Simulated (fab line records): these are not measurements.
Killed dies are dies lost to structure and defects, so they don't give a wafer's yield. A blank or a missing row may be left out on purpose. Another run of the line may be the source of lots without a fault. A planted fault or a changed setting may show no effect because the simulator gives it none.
Chamber matching | flow n5Finfet | N5_BEOL_M14_ETCH_67 on rieDiel-05: 4 sister chambers
The step etches SiARC in CF4, target depth 143 nm, time 238.3 s. 4 wafers are shown with their chamber, then 11 later ones without.

WAFERS, EACH WITH ITS CHAMBER
wafer  | chamber | drypumpMotorCurrentA (A)
L084.1 | 0       | 5.9
L085.5 | 3       | 6.1
L085.6 | 2       | 6.0
L087.1 | 1       | 5.0

WAFERS MISSING THEIR CHAMBER
wafer  | drypumpMotorCurrentA (A)
L087.5 | 6.0
L087.6 | 5.0
L089.1 | 6.1
L089.3 | 5.9
L089.4 | 5.8
L092.2 | 5.9
L092.4 | 6.2
L092.6 | 5.8
L096.1 | 6.1
L096.4 | 5.0
L096.6 | 5.9

WHICH CHAMBER EACH ONE RAN IN
wafer  | from the rows above          | in truth
L087.5 | can't be placed: 2 or 0 or 3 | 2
L087.6 | 1                            | 1
L089.1 | can't be placed: 3 or 2      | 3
L089.3 | can't be placed: 0 or 2      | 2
L089.4 | can't be placed: 0 or 2      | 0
L092.2 | can't be placed: 0 or 2      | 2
L092.4 | can't be placed: 3 or 2      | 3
L092.6 | can't be placed: 0 or 2      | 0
L096.1 | can't be placed: 3 or 2      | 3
L096.4 | 1                            | 1
L096.6 | can't be placed: 0 or 2      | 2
2 of 11 placed correctly. Not placeable from these rows: 9 (in 9, the candidates include the true chamber). Number placed wrongly: 0.
How it was worked out, from the rows above alone: a wafer's distance from a chamber is the root of the sum, over the readings, of the square of ((its reading less the chamber's mean) divided by the reading's scatter). If the next closest chamber is less than 2 further off than the closest, the wafer can't be placed; otherwise it belongs to the closest. A chamber's mean is the mean of its shown wafers. The scatter (one wafer shown for each chamber): square how far every hidden wafer sits from the nearest shown wafer, average those squares and take the square root.
